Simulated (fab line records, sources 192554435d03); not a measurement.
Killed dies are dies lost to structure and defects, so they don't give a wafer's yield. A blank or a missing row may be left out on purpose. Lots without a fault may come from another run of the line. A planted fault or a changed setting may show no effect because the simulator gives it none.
One fault seen from 2 desks | flow n5_finfet | each desk has only its own numbers; what lay behind them comes last
Where a reading is given only as a bound, like >300, the bound stands for it, and a mean or a difference that rests on one is marked > or <: the true number lies beyond.

THE DEFECT DESK
What the inspections along the route counted, lot by lot: means of the sampled wafers that have a number. A lot is out of limits, marked OUT, if its mean lies more than 4 standard deviations from the usual mean; the brackets give that distance.
Columns: A = raw_defect_count at N5_WELL_APT_INSPECT_38, usual 13; B = raw_defect_count at N5_PMOS_HMC_CHANNEL_EPI_INSPECT_11, usual 2.0
lot  | first seen here | A             | B
L723 | day 1 23:32     | 10            | 4.0
L725 | day 2 11:06     | 9             | 1.3
L729 | day 3 11:34     | 469 (+91) OUT | >300 (+99 or more) OUT
L730 | day 3 16:38     | 16            | 2.7
L731 | day 3 23:22     | 472 (+92) OUT | >300 (+99 or more) OUT
L732 | day 4 05:29     | 480 (+93) OUT | >300 (+99 or more) OUT
L741 | day 6 10:35     | 15            | 2.7
L742 | day 6 16:35     | 11            | 2.3
L744 | day 7 05:15     | 15            | 2.0
This desk's finding: out of limits on L729, L731, L732; first on L729, day 3 11:34 (raw_defect_count at N5_WELL_APT_INSPECT_38). In limits: L723, L725, L730, L741, L742, L744.

THE METROLOGY DESK
What the gauges read, lot by lot, whatever tool the lot ran on: means of the sampled wafers that have a number. A lot is out of limits, marked OUT, if its mean lies more than 4 standard deviations from the usual mean; the brackets give that distance. Of its 11 readings 7 are shown: those that lie furthest out on some lot.
Columns: A = DIBL_N at N5_BEOL_M4_RC_MEAS_101, usual 36.0 mV/V; B = DIBL_P at N5_BEOL_M4_RC_MEAS_101, usual 35.6 mV/V; C = IOFF_N at N5_BEOL_M4_RC_MEAS_101, usual 0.15 nA/um; D = IOFF_P at N5_BEOL_M4_RC_MEAS_101, usual 0.19 nA/um; E = ION_P at N5_BEOL_M4_RC_MEAS_101, usual 455 uA/um; F = VT_N at N5_BEOL_M4_RC_MEAS_101, usual 251 mV; G = VT_P at N5_BEOL_M4_RC_MEAS_101, usual -253 mV
lot  | first seen here | A    | B    | C    | D    | E   | F   | G
L723 | day 1 19:43     | 35.4 | 34.9 | 0.12 | 0.15 | 447 | 255 | -258
L725 | day 2 07:52     | 36.4 | 35.9 | 0.17 | 0.20 | 458 | 248 | -252
L729 | day 3 07:50     | 36.0 | 34.9 | 0.13 | 0.17 | 452 | 253 | -254
L730 | day 3 13:40     | 33.7 | 32.9 | 0.12 | 0.18 | 454 | 255 | -253
L731 | day 3 19:43     | 33.9 | 34.3 | 0.13 | 0.18 | 456 | 253 | -252
L732 | day 4 01:50     | 33.1 | 32.6 | 0.11 | 0.16 | 453 | 252 | -254
L741 | day 6 07:43     | 37.6 | 37.1 | 0.18 | 0.21 | 457 | 247 | -252
L742 | day 6 13:35     | 35.6 | 35.0 | 0.14 | 0.19 | 454 | 254 | -253
L744 | day 7 01:43     | 34.1 | 35.4 | 0.13 | 0.15 | 445 | 255 | -261
This desk's finding: nothing out of limits on any of the 9 lots.

PUT TOGETHER
The defect desk could have raised an alarm at day 3 11:34, on L729, L731, L732.
The metrology desk saw nothing out of limits.
The metrology desk has L729, L731, L732 on record, within its limits.
Of the lots named, all ran N5_WELL_APT_STRIP_33 on wet_bench-05.

WHAT THE SIMULATOR HAD PUT IN
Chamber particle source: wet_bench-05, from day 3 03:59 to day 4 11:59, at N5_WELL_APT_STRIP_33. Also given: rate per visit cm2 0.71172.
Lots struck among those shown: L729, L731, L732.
Hours from the fault's start to each desk's first reading out of limits: the defect desk, 8.
